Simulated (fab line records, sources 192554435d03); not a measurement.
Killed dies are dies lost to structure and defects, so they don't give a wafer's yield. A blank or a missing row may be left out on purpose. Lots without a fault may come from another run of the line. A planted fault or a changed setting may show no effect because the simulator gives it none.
One fault seen from 3 desks | flow n5_finfet | each desk has only its own numbers; what lay behind them comes last

THE TOOL OWNER'S DESK: cmp-02
The tool's own readings at N5_BEOL_M11_CMP_52 (polishes, stops on SiCOH lowk, t overpolish 7 s, target thk 140 nm): means of the sampled wafers that have a number, for each lot that ran on this tool. A lot is out of limits, marked OUT, if its mean lies more than 4 standard deviations from the usual mean; the brackets give that distance.
Columns: A = barrier_field_endpoint_s at N5_BEOL_M11_CMP_52, usual 29.0 s; B = motor_current_A at N5_BEOL_M11_CMP_52, usual 5.9 A; C = overpolish_run_s at N5_BEOL_M11_CMP_52, usual 7.000 s; D = retaining_ring_pressure_frac at N5_BEOL_M11_CMP_52, usual 1.000; E = time_to_endpoint_s at N5_BEOL_M11_CMP_52, usual 66.1 s
lot  | first seen here | A               | B   | C                       | D     | E
L396 | day 12 03:35    | 29.0            | 6.2 | 6.990                   | 0.999 | 64.1
L402 | day 13 21:00    | 46.9 (+25) OUT  | 6.2 | 0.038 (-99 or more) OUT | 1.003 | 85.2 (+6.8) OUT
L405 | day 13 23:04    | 35.3 (+8.9) OUT | 5.6 | 4.681 (-99 or more) OUT | 0.995 | 73.6
L415 | day 16 21:29    | 28.8            | 6.1 | 6.999                   | 1.002 | 65.3
This desk's finding: out of limits on L402, L405; first on L402, day 13 21:00 (barrier_field_endpoint_s at N5_BEOL_M11_CMP_52). In limits: L396, L415.

THE DEFECT DESK
What the inspections along the route counted, lot by lot: means of the sampled wafers that have a number. A lot is out of limits, marked OUT, if its mean lies more than 4 standard deviations from the usual mean; the brackets give that distance.
Columns: A = raw_defect_count at N5_BEOL_M11_INSPECT_58, usual 65
lot  | first seen here | A
L396 | day 12 03:58    | 58
L399 | day 12 14:55    | 77
L402 | day 13 21:26    | 1073 (+48) OUT
L405 | day 13 23:32    | 385 (+15) OUT
L412 | day 16 17:11    | 55
L415 | day 16 21:55    | 56
L414 | day 17 07:01    | 68
L417 | day 18 04:31    | 54
L416 | day 18 04:34    | 46
This desk's finding: out of limits on L402, L405; first on L402, day 13 21:26 (raw_defect_count at N5_BEOL_M11_INSPECT_58). In limits: L396, L399, L412, L415, L414, L417, L416.

THE METROLOGY DESK
What the gauges read, lot by lot, whatever tool the lot ran on: means of the sampled wafers that have a number. A lot is out of limits, marked OUT, if its mean lies more than 4 standard deviations from the usual mean; the brackets give that distance. Of its 13 readings 7 are shown: the one that was out of limits first, and those that lie furthest out on some lot.
Columns: A = IOFF_N at N5_BEOL_M4_RC_MEAS_101, usual 0.143 nA/um; B = ION_N at N5_BEOL_M4_RC_MEAS_101, usual 671 uA/um; C = ION_P at N5_BEOL_M4_RC_MEAS_101, usual 463 uA/um; D = VT_N at N5_BEOL_M4_RC_MEAS_101, usual 251 mV; E = VT_P at N5_BEOL_M4_RC_MEAS_101, usual -250 mV; F = M11_THK at N5_BEOL_M11_THK_MEAS_53, usual 139 nm; G = V11_OVL at N5_BEOL_M12_OVL_MEAS_11, usual -1 nm
lot  | first seen here | A     | B   | C   | D   | E    | F             | G
L396 | day 8 19:02     | 0.184 | 685 | 468 | 247 | -244 | 136           | 0
L399 | day 9 04:28     | 0.133 | 674 | 458 | 251 | -254 | 136           | 6
L402 | day 11 01:00    | 0.140 | 680 | 468 | 252 | -248 | 254 (+37) OUT | -
L405 | day 11 08:31    | 0.145 | 675 | 463 | 251 | -252 | 175 (+12) OUT | -4
L414 | day 13 23:04    | 0.148 | 678 | 466 | 250 | -247 | 139           | -5
L412 | day 13 23:33    | 0.116 | 653 | 452 | 255 | -254 | 139           | 3
L415 | day 14 05:44    | 0.125 | 662 | 464 | 253 | -250 | 141           | -1
L416 | day 14 18:48    | 0.150 | 668 | 465 | 251 | -249 | 141           | -5
L417 | day 14 19:01    | 0.171 | 677 | 459 | 250 | -249 | 136           | 4
This desk's finding: out of limits on L402, L405; first on L402, day 13 21:17 (M11_THK at N5_BEOL_M11_THK_MEAS_53). In limits: L396, L399, L414, L412, L415, L416, L417.

PUT TOGETHER
The tool owner's desk could have raised an alarm at day 13 21:00, on L402, L405.
The metrology desk could have raised an alarm at day 13 21:17, on L402, L405.
The defect desk could have raised an alarm at day 13 21:26, on L402, L405.
Of the lots named, all ran N5_BEOL_M11_CMP_52 on cmp-02.

WHAT THE SIMULATOR HAD PUT IN
Process parameter drift: cmp-02, from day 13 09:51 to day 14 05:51, at N5_BEOL_M11_CMP_52. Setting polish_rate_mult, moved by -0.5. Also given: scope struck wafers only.
Lots struck among those shown: L402, L405.
Hours from the fault's start to each desk's first reading out of limits: the tool owner's desk, 11; the metrology desk, 11; the defect desk, 12.
